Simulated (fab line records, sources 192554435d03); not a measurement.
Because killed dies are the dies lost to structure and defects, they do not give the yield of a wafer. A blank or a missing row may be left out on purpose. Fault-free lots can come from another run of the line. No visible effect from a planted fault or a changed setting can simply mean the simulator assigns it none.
Which tool did it? | flow n5 finfet | 24 lots with 72 wafers sampled at 6 steps, on a route of 1938 steps

## WHAT THE GAUGES READ, wafer by wafer
N5_BEOL_M6_THK_MEAS_53: measures by xrf. Usual: M6_THK gives 79.5 nm (standard deviation 2.1).
lot  | measured     | on            | M6_THK (nm)    | flag
L074 | day 10 08:39 | film metro-02 | 77.8 80.3 80.5 |
L076 | day 10 11:25 | film metro-01 | 80.3 78.0 79.0 |
L075 | day 10 12:27 | film metro-02 | 80.5 78.4 79.6 |
L079 | day 10 15:32 | film metro-01 | 76.1 77.4 77.2 |
L081 | day 10 20:43 | film metro-02 | 79.4 80.3 79.5 |
L077 | day 10 22:20 | film metro-01 | 75.5 79.4 78.5 |
L082 | day 11 00:50 | film metro-01 | 80.4 83.9 82.1 |
L080 | day 11 04:52 | film metro-02 | 80.1 81.3 79.3 |
L078 | day 12 04:56 | film metro-02 | 79.8 81.3 83.4 |
L083 | day 12 07:11 | film metro-02 | 81.0 79.4 84.4 |
L084 | day 12 07:41 | film metro-01 | 82.1 82.6 81.3 |
L085 | day 12 10:47 | film metro-01 | 84.2 82.5 81.9 |
L086 | day 12 13:38 | film metro-02 | 80.0 76.7 78.7 |
L089 | day 13 13:49 | film metro-01 | 76.3 77.3 77.3 |
L087 | day 13 13:41 | film metro-02 | 77.8 80.2 81.7 |
L088 | day 13 14:27 | film metro-01 | 80.3 76.6 79.0 |
L090 | day 13 17:25 | film metro-01 | 77.3 75.2 76.4 |
L091 | day 14 06:18 | film metro-02 | 82.4 80.9 81.1 |
L092 | day 14 09:06 | film metro-02 | 80.3 81.3 83.1 |
L093 | day 14 14:46 | film metro-02 | 77.1 79.8 78.6 |
L094 | day 14 15:32 | film metro-01 | 78.5 79.0 75.9 |
L095 | day 14 16:28 | film metro-01 | 80.0 81.2 78.9 |
L097 | day 15 08:52 | film metro-01 | 82.0 77.5 82.6 |
L096 | day 15 09:31 | film metro-02 | 81.5 75.8 76.6 |

N5_BEOL_M7_RS_MEAS_57: the measuring method here is four-point-probe. Usual: M7_RS gives 0.291 ohm/sq (standard deviation 0.0091).
lot  | measured     | on            | M7_RS (ohm/sq)    | flag
L074 | day 10 16:53 | film metro-02 | 0.281 0.287 0.278 |
L076 | day 10 19:47 | film metro-01 | 0.287 0.308 0.301 |
L075 | day 10 23:11 | film metro-01 | 0.279 0.282 0.303 |
L079 | day 11 00:08 | film metro-01 | 0.289 0.312 0.286 |
L081 | day 11 06:55 | film metro-02 | 0.271 0.294 0.271 |
L077 | day 11 07:11 | film metro-01 | 0.298 0.292 0.298 |
L082 | day 11 08:08 | film metro-02 | 0.300 0.283 0.284 |
L080 | day 11 16:02 | film metro-02 | 0.293 0.297 0.294 |
L078 | day 12 13:20 | film metro-02 | 0.307 0.290 0.291 |
L083 | day 12 17:57 | film metro-02 | 0.289 0.290 0.309 |
L084 | day 12 18:13 | film metro-02 | 0.297 0.280 0.294 |
L085 | day 12 18:25 | film metro-02 | 0.289 0.294 0.290 |
L086 | day 12 20:50 | film metro-01 | 0.300 0.288 0.297 |
L089 | day 13 23:15 | film metro-02 | 0.305 0.285 0.294 |
L087 | day 13 23:37 | film metro-01 | 0.295 0.287 0.296 |
L088 | day 13 23:50 | film metro-02 | 0.280 0.299 0.295 |
L090 | day 14 01:31 | film metro-02 | 0.284 0.289 0.283 |
L091 | day 14 14:38 | film metro-01 | 0.291 0.285 0.296 |
L092 | day 14 17:44 | film metro-02 | 0.284 0.280 0.288 |
L093 | day 14 22:51 | film metro-02 | 0.296 0.287 0.289 |
L094 | day 15 00:41 | film metro-01 | 0.289 0.297 0.281 |
L095 | day 15 04:14 | film metro-02 | 0.272 0.270 0.281 |
L097 | day 15 20:24 | film metro-02 | 0.296 0.313 0.295 |
L096 | day 15 20:41 | film metro-02 | 0.291 0.297 0.292 |

## TOOL THAT RAN EACH LOT (tool first, then ch and the chambers of the sampled wafers, then the start)
lot  | N5_BEOL_M6_ETCH_72                 | N5_BEOL_M6_VIA_ETCH_34             | N5_BEOL_M6_DEP_56               | N5_BEOL_M7_SURFACE_TREAT_79
L074 | rie diel-01 ch 2,3, day 10 04:25   | rie diel-01 ch 2,3, day 10 04:34   | pecvd-04 ch 0,1, day 10 08:43   | pvd sputter-03, day 10 15:19
L076 | rie diel-06 ch 0,2, day 10 07:23   | rie diel-06 ch 0,2, day 10 07:32   | pecvd-02 ch 0,1,2, day 10 11:29 | pvd sputter-01, day 10 17:17
L075 | rie diel-01 ch 1,2, day 10 08:04   | rie diel-01 ch 1,2, day 10 08:13   | pecvd-04 ch 0,1,2, day 10 12:31 | pvd sputter-03, day 10 20:11
L079 | rie diel-01 ch 1,3, day 10 13:16   | rie diel-01 ch 1,3, day 10 13:25   | pecvd-04 ch 0,1,2, day 10 15:37 | pvd sputter-03, day 10 20:53
L081 | rie diel-01 ch 0,2,3, day 10 15:56 | rie diel-01 ch 0,2,3, day 10 16:04 | pecvd-02 ch 0,1,2, day 10 20:47 | pvd sputter-03, day 11 04:45
L077 | rie diel-01 ch 0,1,3, day 10 16:19 | rie diel-01 ch 0,1,3, day 10 16:28 | pecvd-03 ch 1,2, day 10 22:24   | pvd sputter-03, day 11 04:53
L082 | rie diel-06 ch 0,2,3, day 10 19:34 | rie diel-06 ch 0,2,3, day 10 19:42 | pecvd-04 ch 0,1,2, day 11 00:54 | pvd sputter-02, day 11 06:59
L080 | rie diel-06 ch 1,2, day 10 23:22   | rie diel-06 ch 1,2, day 10 23:30   | pecvd-04 ch 1,2, day 11 04:55   | pvd sputter-03, day 11 13:20
L078 | rie diel-01 ch 0,1, day 11 23:56   | rie diel-01 ch 0,1, day 12 00:05   | pecvd-02 ch 0,1,2, day 12 05:00 | pvd sputter-02, day 12 11:58
L083 | rie diel-01 ch 0,1,3, day 12 02:54 | rie diel-01 ch 0,1,3, day 12 03:02 | pecvd-02 ch 0,1,2, day 12 07:15 | pvd sputter-01, day 12 15:49
L084 | rie diel-06 ch 1,2, day 12 03:10   | rie diel-06 ch 1,2, day 12 03:19   | pecvd-02 ch 0,1, day 12 07:45   | pvd sputter-03, day 12 16:10
L085 | rie diel-06 ch 0,2,3, day 12 06:19 | rie diel-06 ch 0,2,3, day 12 06:28 | pecvd-03 ch 0,2, day 12 10:50   | pvd sputter-03, day 12 16:17
L086 | rie diel-01 ch 1,2, day 12 10:32   | rie diel-01 ch 1,2, day 12 10:41   | pecvd-03 ch 0,1,2, day 12 13:42 | pvd sputter-01, day 12 19:29
L089 | rie diel-03 ch 0,3, day 13 10:50   | rie diel-03 ch 0,3, day 13 10:58   | pecvd-02 ch 0,2, day 13 13:52   | pvd sputter-03, day 13 22:01
L087 | rie diel-01 ch 1,2,3, day 13 10:53 | rie diel-01 ch 1,2,3, day 13 11:02 | pecvd-03 ch 1,2, day 13 13:45   | pvd sputter-02, day 13 22:24
L088 | rie diel-03 ch 0,1,3, day 13 11:13 | rie diel-03 ch 0,1,3, day 13 11:22 | pecvd-04 ch 0,1,2, day 13 14:31 | pvd sputter-02, day 13 22:26
L090 | rie diel-01 ch 2,3, day 13 13:26   | rie diel-01 ch 2,3, day 13 13:35   | pecvd-04 ch 0,1,2, day 13 17:29 | pvd sputter-03, day 14 00:07
L091 | rie diel-06 ch 0,1, day 14 03:23   | rie diel-06 ch 0,1, day 14 03:31   | pecvd-03 ch 1,2, day 14 06:22   | pvd sputter-03, day 14 13:30
L092 | rie diel-06 ch 0,2,3, day 14 06:08 | rie diel-06 ch 0,2,3, day 14 06:17 | pecvd-03 ch 0,2, day 14 09:10   | pvd sputter-02, day 14 16:13
L093 | rie diel-03 ch 0,2, day 14 10:26   | rie diel-03 ch 0,2, day 14 10:35   | pecvd-02 ch 0,2, day 14 14:50   | pvd sputter-01, day 14 21:16
L094 | rie diel-06 ch 0,1,3, day 14 11:01 | rie diel-06 ch 0,1,3, day 14 11:09 | pecvd-04 ch 0,2, day 14 15:36   | pvd sputter-02, day 14 23:23
L095 | rie diel-06 ch 0,2,3, day 14 13:30 | rie diel-06 ch 0,2,3, day 14 13:39 | pecvd-03 ch 0,1,2, day 14 16:33 | pvd sputter-01, day 15 02:37
L097 | rie diel-01 ch 0,1, day 15 06:20   | rie diel-01 ch 0,1, day 15 06:29   | pecvd-02 ch 1,2, day 15 08:55   | pvd sputter-03, day 15 18:59
L096 | rie diel-01 ch 0,2, day 15 06:52   | rie diel-01 ch 0,2, day 15 07:01   | pecvd-03 ch 0,1,2, day 15 09:35 | pvd sputter-03, day 15 19:01
- N5_BEOL_M6_ETCH_72: etches underlayer in N2/H2, target depth 6.5 nm, time 5.2 s.
- N5_BEOL_M6_VIA_ETCH_34: etches SiCOH lowk in C4F6/O2, target depth 126.3 nm, time 50.9 s.
- N5_BEOL_M6_DEP_56: deposits SiCN from 3MS/NH3, target thk 10 nm, time 17.5 s.
- N5_BEOL_M7_SURFACE_TREAT_79

## AS READ BY THE TOOLS THEMSELVES (means over the sampled wafers that have a number; for cases with no such wafer, the mark the record gives instead)
N5_BEOL_M6_ETCH_72. Usual: drypump motor current A is 5.7 A with standard deviation 0.48, etch rf on time s is 5.18 s with standard deviation 0.14, n2 flow sccm is 200.0 sccm with standard deviation 0.57, oes product au is 0.70 a.u. with standard deviation 0.073, rf vpp V is 522.4 V with standard deviation 1.8, showerhead plenum p Torr is 2.49 Torr with standard deviation 0.056, and throttle valve pct is 17.77 % with standard deviation 0.27.
lot  | tool        | drypump motor current A (A) | etch rf on time s (s) | n2 flow sccm (sccm) | oes product au (a.u.) | rf vpp V (V) | showerhead plenum p Torr (Torr) | throttle valve pct (%) | flag
L074 | rie diel-01 | 6.0                         | 5.29                  | 200.1               | 0.71                  | 522.2        | 2.46                            | 17.55                  |
L076 | rie diel-06 | 5.5                         | 5.11                  | 199.9               | 0.69                  | 523.0        | 2.48                            | 17.70                  |
L075 | rie diel-01 | 6.0                         | 5.45                  | 199.8               | 0.74                  | 522.7        | 2.47                            | 17.64                  |
L079 | rie diel-01 | 6.2                         | 5.17                  | 199.6               | 0.72                  | 522.9        | 2.46                            | 17.47                  |
L081 | rie diel-01 | 5.6                         | 5.27                  | 199.8               | 0.67                  | 523.3        | 2.47                            | 17.82                  |
L077 | rie diel-01 | 5.7                         | 5.16                  | 200.4               | 0.68                  | 522.1        | 2.48                            | 17.72                  |
L082 | rie diel-06 | 5.5                         | 5.15                  | 199.9               | 0.66                  | 523.1        | 2.50                            | 17.93                  |
L080 | rie diel-06 | 5.4                         | 4.99                  | 199.6               | 0.64                  | 523.4        | 2.52                            | 18.02                  |
L078 | rie diel-01 | 5.3                         | 5.02                  | 199.7               | 0.81                  | 522.8        | 2.49                            | 17.76                  |
L083 | rie diel-01 | 5.8                         | 5.20                  | 200.3               | 0.75                  | 522.2        | 2.47                            | 17.62                  |
L084 | rie diel-06 | 5.5                         | 5.02                  | 199.9               | 0.64                  | 523.5        | 2.51                            | 18.04                  |
L085 | rie diel-06 | 5.5                         | 5.13                  | 199.4               | 0.74                  | 522.1        | 2.50                            | 17.81                  |
L086 | rie diel-01 | 6.0                         | 5.34                  | 199.7               | 0.73                  | 522.2        | 2.46                            | 17.68                  |
L089 | rie diel-03 | 5.4                         | 5.19                  | 200.3               | 0.61                  | 521.8        | 2.47                            | 18.08                  |
L087 | rie diel-01 | 6.1                         | 5.29                  | 200.2               | 0.70                  | 520.8        | 2.45                            | 17.60                  |
L088 | rie diel-03 | 5.6                         | 5.17                  | 199.6               | 0.66                  | 522.8        | 2.52                            | 17.85                  |
L090 | rie diel-01 | 5.9                         | 5.30                  | 200.4               | 0.68                  | 522.1        | 2.45                            | 17.70                  |
L091 | rie diel-06 | 5.7                         | 5.12                  | 200.2               | 0.69                  | 520.0        | 2.44                            | 17.57                  |
L092 | rie diel-06 | 5.6                         | 5.16                  | 199.4               | 0.71                  | 522.5        | 2.49                            | 17.84                  |
L093 | rie diel-03 | 5.4                         | 5.27                  | 199.8               | 0.64                  | 522.6        | 2.52                            | 17.97                  |
L094 | rie diel-06 | 5.8                         | 5.09                  | 200.0               | 0.73                  | 522.2        | 2.46                            | 17.67                  |
L095 | rie diel-06 | 5.6                         | 5.15                  | 200.0               | 0.70                  | 522.2        | 2.49                            | 17.82                  |
L097 | rie diel-01 | 5.4                         | 5.09                  | 200.2               | 0.74                  | 523.2        | 2.48                            | 17.80                  |
L096 | rie diel-01 | 5.5                         | 5.23                  | 199.9               | 0.70                  | 521.7        | 2.46                            | 17.85                  |

N5_BEOL_M6_VIA_ETCH_34. Usual: drypump motor current A 5.7 A, standard deviation 0.48; oes_f_703_au 0.82 a.u., standard deviation 0.086; oes product au 0.82 a.u., standard deviation 0.085; rf vpp V 665 V, standard deviation 12; showerhead plenum p Torr 2.80 Torr, standard deviation 0.055; throttle valve pct 20.88 %, standard deviation 0.25.
lot  | tool        | drypump motor current A (A) | oes_f_703_au (a.u.) | oes product au (a.u.) | rf vpp V (V) | showerhead plenum p Torr (Torr) | throttle valve pct (%) | flag
L074 | rie diel-01 | 6.0                         | 0.83                | 0.83                  | 661          | 2.77                            | 20.65                  |
L076 | rie diel-06 | 5.5                         | 0.81                | 0.82                  | 670          | 2.80                            | 20.79                  |
L075 | rie diel-01 | 5.9                         | 0.87                | 0.87                  | 660          | 2.78                            | 20.88                  |
L079 | rie diel-01 | 6.2                         | 0.86                | 0.85                  | 655          | 2.77                            | 20.57                  |
L081 | rie diel-01 | 5.6                         | 0.78                | 0.78                  | 665          | 2.79                            | 20.95                  |
L077 | rie diel-01 | 5.7                         | 0.82                | 0.80                  | 657          | 2.79                            | 20.88                  |
L082 | rie diel-06 | 5.6                         | 0.78                | 0.78                  | 670          | 2.81                            | 20.98                  |
L080 | rie diel-06 | 5.4                         | 0.76                | 0.75                  | 679          | 2.83                            | 21.05                  |
L078 | rie diel-01 | 5.3                         | 0.96                | 0.94                  | 661          | 2.81                            | 20.98                  |
L083 | rie diel-01 | 5.7                         | 0.90                | 0.87                  | 658          | 2.79                            | 20.79                  |
L084 | rie diel-06 | 5.4                         | 0.74                | 0.75                  | 679          | 2.82                            | 21.06                  |
L085 | rie diel-06 | 5.6                         | 0.85                | 0.86                  | 670          | 2.80                            | 20.87                  |
L086 | rie diel-01 | 6.0                         | 0.83                | 0.85                  | 659          | 2.77                            | 20.89                  |
L089 | rie diel-03 | 5.4                         | 0.72                | 0.71                  | 662          | 2.76                            | 21.01                  |
L087 | rie diel-01 | 6.1                         | 0.82                | 0.82                  | 656          | 2.77                            | 20.75                  |
L088 | rie diel-03 | 5.6                         | 0.78                | 0.77                  | 661          | 2.81                            | 20.81                  |
L090 | rie diel-01 | 5.9                         | 0.79                | 0.81                  | 663          | 2.76                            | 20.83                  |
L091 | rie diel-06 | 5.8                         | 0.81                | 0.80                  | 664          | 2.76                            | 20.74                  |
L092 | rie diel-06 | 5.5                         | 0.83                | 0.83                  | 670          | 2.80                            | 20.90                  |
L093 | rie diel-03 | 5.4                         | 0.74                | 0.75                  | 681          | 2.82                            | 20.99                  |
L094 | rie diel-06 | 5.8                         | 0.85                | 0.86                  | 664          | 2.77                            | 20.78                  |
L095 | rie diel-06 | 5.5                         | 0.82                | 0.82                  | 669          | 2.79                            | 20.90                  |
L097 | rie diel-01 | 5.4                         | 0.89                | 0.87                  | 662          | 2.80                            | 21.03                  |
L096 | rie diel-01 | 5.5                         | 0.82                | 0.83                  | 666          | 2.78                            | 21.06                  |

N5_BEOL_M6_DEP_56. Usual: showerhead plenum p Torr 3.666 Torr, standard deviation 0.013; throttle valve pct 9.0 %, standard deviation 0.31.
lot  | tool     | showerhead plenum p Torr (Torr) | throttle valve pct (%) | flag
L074 | pecvd-04 | 3.664                           | 8.9                    |
L076 | pecvd-02 | 3.669                           | 9.0                    |
L075 | pecvd-04 | 3.673                           | 9.0                    |
L079 | pecvd-04 | 3.665                           | 8.9                    |
L081 | pecvd-02 | 3.665                           | 9.1                    |
L077 | pecvd-03 | 3.671                           | 9.1                    |
L082 | pecvd-04 | 3.665                           | 9.0                    |
L080 | pecvd-04 | 3.648                           | 8.7                    |
L078 | pecvd-02 | 3.668                           | 9.1                    |
L083 | pecvd-02 | 3.665                           | 9.1                    |
L084 | pecvd-02 | 3.664                           | 9.1                    |
L085 | pecvd-03 | 3.670                           | 8.8                    |
L086 | pecvd-03 | 3.666                           | 9.0                    |
L089 | pecvd-02 | 3.665                           | 9.1                    |
L087 | pecvd-03 | 3.669                           | 9.2                    |
L088 | pecvd-04 | 3.668                           | 8.8                    |
L090 | pecvd-04 | 3.663                           | 9.0                    |
L091 | pecvd-03 | 3.666                           | 9.2                    |
L092 | pecvd-03 | 3.673                           | 8.8                    |
L093 | pecvd-02 | 3.675                           | 8.9                    |
L094 | pecvd-04 | 3.675                           | 9.2                    |
L095 | pecvd-03 | 3.660                           | 9.1                    |
L097 | pecvd-02 | 3.663                           | 9.1                    |
L096 | pecvd-03 | 3.668                           | 9.2                    |

## THE ANSWER, worked out from the rows above alone
Rule: a lot counts as off when the mean over its wafers that have a number is more than 3 standard deviations away from the usual mean. Also off: a lot with no number at a reading for which 4 or more lots have one. Where the step has rows for the other lots, those lots are counted as sound. First the gauges in route order, then the tools' own readings, where a lot's mean is used as printed above. The first step at which some lot is off is used, and at that step the reading that is off furthest; a lot without a number counts as furthest.
No lot is off on any of the readings shown, so nothing can be concluded from this.

## WHAT WAS PUT IN BY THE SIMULATOR
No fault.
